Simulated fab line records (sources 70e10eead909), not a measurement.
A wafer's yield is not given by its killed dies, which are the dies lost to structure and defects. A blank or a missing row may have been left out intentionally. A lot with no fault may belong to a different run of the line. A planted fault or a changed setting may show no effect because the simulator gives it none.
Which of the tools did it?	flow nandHarc	7 lots with 20 wafers sampled at 2 steps, on a route of 1159 steps

== WHAT THE GAUGES READ, wafer by wafer ==
NHARC_HYBRID_BOND_INSPECT_06: inspects for defects (ir void).
lot	measured	on	rawDefectCount
L483	day 18 20:10	defectInspect-02	17 24 24
L487	day 19 09:19	defectInspect-01	50 51 55
L496	day 21 20:05	defectInspect-02	34 32 29
L499	day 22 23:18	defectInspect-01	36 35 35
L502	day 22 23:19	defectInspect-02	16 18 16
L506	day 24 05:19	defectInspect-01	20 25 15

== TOOL THAT RAN EACH LOT (tool first, then ch and the chambers of the sampled wafers, then the start) ==
lot	NHARC_A_CHANNEL_HOLE_D1_DEP_00
L483	aclDep-03 ch 0, day 8 06:35
L487	aclDep-02 ch 0, day 9 05:29
L491	aclDep-02 ch 0, day 10 10:06
L496	aclDep-03 ch 0, day 11 09:49
L499	aclDep-03 ch 0, day 12 04:38
L502	aclDep-01 ch 0, day 12 16:47
L506	aclDep-03 ch 0, day 13 17:20
- NHARC_A_CHANNEL_HOLE_D1_DEP_00: deposits aC, target thk 3100 nm.

== THE ANSWER, worked out from the rows above alone ==
Rule: the usual values come from the lots themselves. Put in order of their means at a reading, lots are off if they are a third of the lots or fewer, leave a main group of 4 or more, and stand apart from it by a gap of 3 or more times the standard deviation of the main group's means; of several such gaps the widest counts. Not used: any main group whose means are identical at the precision the tables above print for the reading. Also off: a lot with no number at a reading for which 4 or more lots have one. Where the step has rows for the other lots, those lots are counted as sound.
No lot is off on any of the readings shown, so nothing can be concluded from this.

== WHAT WAS PUT IN BY THE SIMULATOR ==
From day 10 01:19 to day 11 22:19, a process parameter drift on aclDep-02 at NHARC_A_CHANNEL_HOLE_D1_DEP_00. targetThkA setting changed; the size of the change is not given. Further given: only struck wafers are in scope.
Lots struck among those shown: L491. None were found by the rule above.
